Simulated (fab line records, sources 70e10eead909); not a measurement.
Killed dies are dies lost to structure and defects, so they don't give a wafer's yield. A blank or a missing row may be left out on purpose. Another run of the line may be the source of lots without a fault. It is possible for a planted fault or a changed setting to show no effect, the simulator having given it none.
Which tool did it?	flow nand harc	42 wafers from 14 lots sampled at 4 of the route's 1302 steps

== WHAT EACH GAUGE READ, for each wafer ==
Not one reading of a measure or inspect step in the record can be checked against a usual standard deviation.

== TOOL THAT RAN EACH LOT (tool first, then ch and the chambers of the sampled wafers, then the start) ==
lot	NHARC_A_CONTACT_ALD_18	NHARC_A_BLC_DEVELOP_09	NHARC_A_BLC_ETCH_17	NHARC_A_BLC_ETCH_18
L503	ald metal-03 ch 1,2,3, day 23 03:14	litho track-04 ch 0, day 23 05:00	rie diel-08 ch 0,1,3, no start	rie diel-08 ch 1,2,3, no start
L506	ald metal-02 ch 0,1,3, day 23 19:08	litho track-06 ch 0, day 23 21:00	rie diel-11 ch 2,3, no start	rie diel-11 ch 1,2, no start
L507	ald metal-04 ch 1,2,3, day 24 10:32	litho track-01 ch 0, day 24 12:00	rie diel-08 ch 0,2,3, no start	rie diel-08 ch 1,3, no start
L508	ald metal-04 ch 1,3, day 24 19:03	litho track-04 ch 0, day 24 20:00	rie diel-11 ch 1,3, no start	rie diel-11 ch 0,3, no start
L509	ald metal-04 ch 1,2,3, day 25 09:55	litho track-06 ch 0, day 25 11:00	rie diel-08 ch 0,3, no start	rie diel-08 ch 1,2,3, no start
L513	ald metal-04 ch 0,1, day 26 18:09	litho track-06 ch 0, day 26 20:00	rie diel-11 ch 0,1, no start	rie diel-11 ch 0,1,3, no start
L511	ald metal-03 ch 0,1, day 26 18:46	litho track-01 ch 0, day 26 20:00	rie diel-08 ch 0,1,2, no start	rie diel-08 ch 0,1,2, no start
L514	ald metal-03 ch 0,1,3, day 27 08:25	litho track-01, day 27 10:00	rie diel-08 ch 0,2, no start	rie diel-08 ch 0,3, no start
L517	ald metal-04 ch 0,1,3, day 28 00:45	litho track-06, day 28 02:00	rie diel-11 ch 0,2,3, no start	rie diel-11 ch 0,1,3, no start
L520	ald metal-02 ch 0,1, day 29 18:55	litho track-06 ch 0, day 29 20:00	rie diel-08 ch 0,1,3, no start	rie diel-08 ch 0,1, no start
L522	ald metal-03 ch 1,2, day 30 22:26	litho track-06 ch 0, day 31 00:00	rie diel-11 ch 0,1,3, no start	rie diel-11 ch 0,2, no start
L525	ald metal-02 ch 1,2, day 31 06:35	litho track-01 ch 0, day 31 08:00	rie diel-11 ch 1,2,3, no start	rie diel-11 ch 0,1,3, no start
L523	ald metal-03 ch 1,2,3, day 31 06:59	litho track-06 ch 0, day 31 08:00	rie diel-13 ch 0,1,2, no start	rie diel-13 ch 0,2,3, no start
L524	ald metal-02 ch 1,2,3, day 31 21:26	litho track-04 ch 0, day 31 23:00	rie diel-08 ch 0,1,2, no start	rie diel-08 ch 1,2,3, no start
- NHARC_A_CONTACT_ALD_18: deposits TiN, target thk 3 nm, pulse time 1 s, ald cycles 150.
- NHARC_A_BLC_DEVELOP_09: develop time 35 s.
- NHARC_A_BLC_ETCH_17: etches the open film in N2/H2, target depth 390 nm, time 609.38 s.
- NHARC_A_BLC_ETCH_18: etches the open film in C4F8/O2/Ar, target depth 910 nm.

== AS READ BY THE TOOLS THEMSELVES (means over the sampled wafers that have a number; for cases with no such wafer, the mark the record gives instead) ==
NHARC_A_CONTACT_ALD_18.
lot	tool	heater power w (W)	precursor pulse height rel
L503	ald metal-03	1142	0.995
L506	ald metal-02	1092	0.982
L507	ald metal-04	1087	1.029
L508	ald metal-04	1121	1.025
L509	ald metal-04	1125	0.986
L513	ald metal-04	1024	1.001
L511	ald metal-03	1073	1.003
L514	ald metal-03	1079	0.976
L517	ald metal-04	1109	0.997
L520	ald metal-02	1103	0.997
L522	ald metal-03	1172	0.989
L525	ald metal-02	1010	1.003
L523	ald metal-03	1126	1.003
L524	ald metal-02	1071	1.019

NHARC_A_BLC_DEVELOP_09.
lot	tool	chill plate temp C (C)	resist line temp C (C)
L503	litho track-04	22.97	22.94
L506	litho track-06	23.03	23.05
L507	litho track-01	23.13	23.04
L508	litho track-04	22.92	22.93
L509	litho track-06	23.18	22.98
L513	litho track-06	22.99	23.08
L511	litho track-01	22.80	23.02
L514	litho track-01	-	-
L517	litho track-06	-	-
L520	litho track-06	22.94	23.03
L522	litho track-06	23.07	23.11
L525	litho track-01	22.86	22.96
L523	litho track-06	22.99	23.03
L524	litho track-04	23.00	23.04

NHARC_A_BLC_ETCH_17.
lot	tool	bias w (W)	drypump motor current A (A)	oes product au (a.u.)	rf vpp V (V)	showerhead plenum p Torr (Torr)	throttle valve pct (%)
L503	rie diel-08	149.7	5.5	1.003	428.4	1.98	14.166
L506	rie diel-11	150.3	5.9	0.995	431.0	2.07	14.164
L507	rie diel-08	149.8	5.6	1.008	429.5	2.03	14.176
L508	rie diel-11	150.3	5.8	1.012	432.0	2.08	14.175
L509	rie diel-08	149.6	5.4	1.001	430.0	2.02	14.177
L513	rie diel-11	150.1	6.1	0.999	430.4	2.04	14.168
L511	rie diel-08	149.8	5.6	1.004	429.1	2.00	14.169
L514	rie diel-08	149.6	5.7	0.995	430.5	2.05	14.164
L517	rie diel-11	149.9	6.0	1.001	430.6	2.04	14.169
L520	rie diel-08	150.1	5.4	1.009	428.5	1.98	14.172
L522	rie diel-11	149.8	5.9	1.002	431.4	2.06	14.170
L525	rie diel-11	149.8	5.7	1.000	431.2	2.04	14.178
L523	rie diel-13	150.1	6.0	1.008	428.8	1.97	14.173
L524	rie diel-08	150.1	5.6	1.004	428.8	1.99	14.168

NHARC_A_BLC_ETCH_18.
lot	tool	bias w (W)	oes product au (a.u.)	rf vpp V (V)
L503	rie diel-08	1499	0.925	974
L506	rie diel-11	1500	0.985	975
L507	rie diel-08	1501	0.982	973
L508	rie diel-11	1501	0.968	980
L509	rie diel-08	1501	0.962	973
L513	rie diel-11	1501	0.962	980
L511	rie diel-08	1498	0.956	975
L514	rie diel-08	1501	0.927	979
L517	rie diel-11	1497	0.969	979
L520	rie diel-08	1501	0.978	973
L522	rie diel-11	1497	0.959	976
L525	rie diel-11	1501	0.921	980
L523	rie diel-13	1505	0.970	976
L524	rie diel-08	1494	0.972	974

== THE ANSWER, worked out from the rows above alone ==
Rule: the usual values come from the lots themselves. Put in order of their means at a reading, lots are off if they are a third of the lots or fewer, leave a main group of 4 or more, and stand apart from it by a gap of 3 or more times the standard deviation of the main group's means; of several such gaps the widest counts. Not used: any main group whose means are identical at the precision the tables above print for the reading. A lot without any number at a reading at which 4 lots or more have one is off too. Where the step has rows for the other lots, those lots are counted as sound. After the gauges, taken in route order, come the tools' own readings; for these a lot's mean is taken, as printed above. The first step at which some lot is off is used, and at that step the reading that is off furthest; a lot without a number counts as furthest.
Off: L514, L517 (NHARC_A_BLC_DEVELOP_09, chill plate temp C). Without a number there: L514, L517. The main group: mean 22.99 C, standard deviation 0.1.
If a tool, at that step or one of the process steps before it, ran each lot that is off and ran no sound lot following the first of them, it fits. None of those tried fits.

== WHAT WAS PUT IN BY THE SIMULATOR ==
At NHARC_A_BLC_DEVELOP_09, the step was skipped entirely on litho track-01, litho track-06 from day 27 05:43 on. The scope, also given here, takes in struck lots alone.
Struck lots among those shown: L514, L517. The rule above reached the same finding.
